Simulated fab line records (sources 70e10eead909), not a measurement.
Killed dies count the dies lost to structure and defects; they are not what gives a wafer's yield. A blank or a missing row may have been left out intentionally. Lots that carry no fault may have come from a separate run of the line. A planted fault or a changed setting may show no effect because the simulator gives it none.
Chamber matching ; flow nand harc ; NHARC_THIN_TSV_CMP_21 on cmp-01: 4 sister chambers
The step polishes, t overpolish 30 s, target thk 2000 nm. 4 wafers are shown with their chamber, then 9 later ones without.

WAFERS WITH THEIR CHAMBER
wafer;chamber;motor current A (A)
L165.3;1;12.9
L177.1;2;10.9
L177.3;3;10.7
L177.4;0;12.4

WAFERS WITH NO CHAMBER GIVEN
wafer;motor current A (A)
L183.1;11.4
L183.3;12.2
L183.4;11.5
L181.3;11.4
L181.4;13.0
L181.6;11.6
L180.2;11.7
L180.4;12.2
L180.6;11.3

THE CHAMBER EACH PASSED THROUGH
wafer;from the rows above;in truth
L183.1;can't be placed: 2 or 3 or 0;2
L183.3;can't be placed: 0 or 1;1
L183.4;can't be placed: 2 or 3 or 0 or 1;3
L181.3;can't be placed: 2 or 3 or 0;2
L181.4;can't be placed: 1 or 0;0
L181.6;can't be placed: 2 or 0 or 3 or 1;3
L180.2;can't be placed: 0 or 2 or 3 or 1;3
L180.4;can't be placed: 0 or 1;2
L180.6;can't be placed: 2 or 3 or 0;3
Correctly placed: 0 of 9. These rows do not allow placing 9 (true chamber among the candidates in 8). 0 placed wrongly.
How it was worked out, from the rows above alone: a wafer's distance from a chamber is the root of the sum, over the readings, of the square of ((its reading less the chamber's mean) divided by the reading's scatter). If the next closest chamber is less than 2 further off than the closest, the wafer can't be placed; otherwise it belongs to the closest. Each chamber's mean is taken over the wafers shown for it. The scatter: root of mean squared gap, hidden wafer to nearest shown wafer, with one shown wafer a chamber.
